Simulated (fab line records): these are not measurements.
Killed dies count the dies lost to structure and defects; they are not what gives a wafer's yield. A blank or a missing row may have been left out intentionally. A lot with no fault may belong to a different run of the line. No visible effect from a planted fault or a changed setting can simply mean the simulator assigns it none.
Matching of chambers | flow n5_finfet | N5_BEOL_M1_ALD_84 on ald_metal-04 has 4 sister chambers
The step deposits TaN, pulse time 2 s, purge time 3 s, co reactant purge time 2 s. 4 wafers are shown with their chamber, then 11 later ones without.

## WAFERS PAIRED WITH THEIR CHAMBERS
wafer  | chamber | heater_power_w (W)
L087.1 | 2       | 421
L087.2 | 0       | 393
L087.5 | 1       | 376
L086.3 | 3       | 384

## WAFERS MISSING THEIR CHAMBER
wafer  | heater_power_w (W)
L086.4 | 410
L086.6 | 373
L089.1 | 382
L089.3 | 419
L089.4 | 386
L092.1 | 415
L092.2 | 378
L092.5 | 411
L096.1 | 424
L096.4 | 384
L096.5 | 423

## WHICH CHAMBER EACH ONE RAN IN
wafer  | from the rows above          | in truth
L086.4 | can't be placed: 2 or 0      | 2
L086.6 | can't be placed: 1 or 3      | 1
L089.1 | can't be placed: 3 or 1 or 0 | 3
L089.3 | 2                            | 2
L089.4 | can't be placed: 3 or 0 or 1 | 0
L092.1 | 2                            | 2
L092.2 | can't be placed: 1 or 3      | 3
L092.5 | can't be placed: 2 or 0      | 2
L096.1 | 2                            | 2
L096.4 | can't be placed: 3 or 1 or 0 | 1
L096.5 | 2                            | 2
4 of 11 placed correctly. Can't be placed from these rows: 7 (the true chamber is among the candidates in 7). Number placed wrongly: 0.
How it was worked out, from the rows above alone: a wafer's distance from a chamber is the root of the sum, over the readings, of the square of ((its reading less the chamber's mean) divided by the reading's scatter). The wafer belongs to the nearest chamber; if the next one is less than 2 further off, it can't be placed. Each chamber's mean is taken over the wafers shown for it. The scatter: root of mean squared gap, hidden wafer to nearest shown wafer, with one shown wafer a chamber.
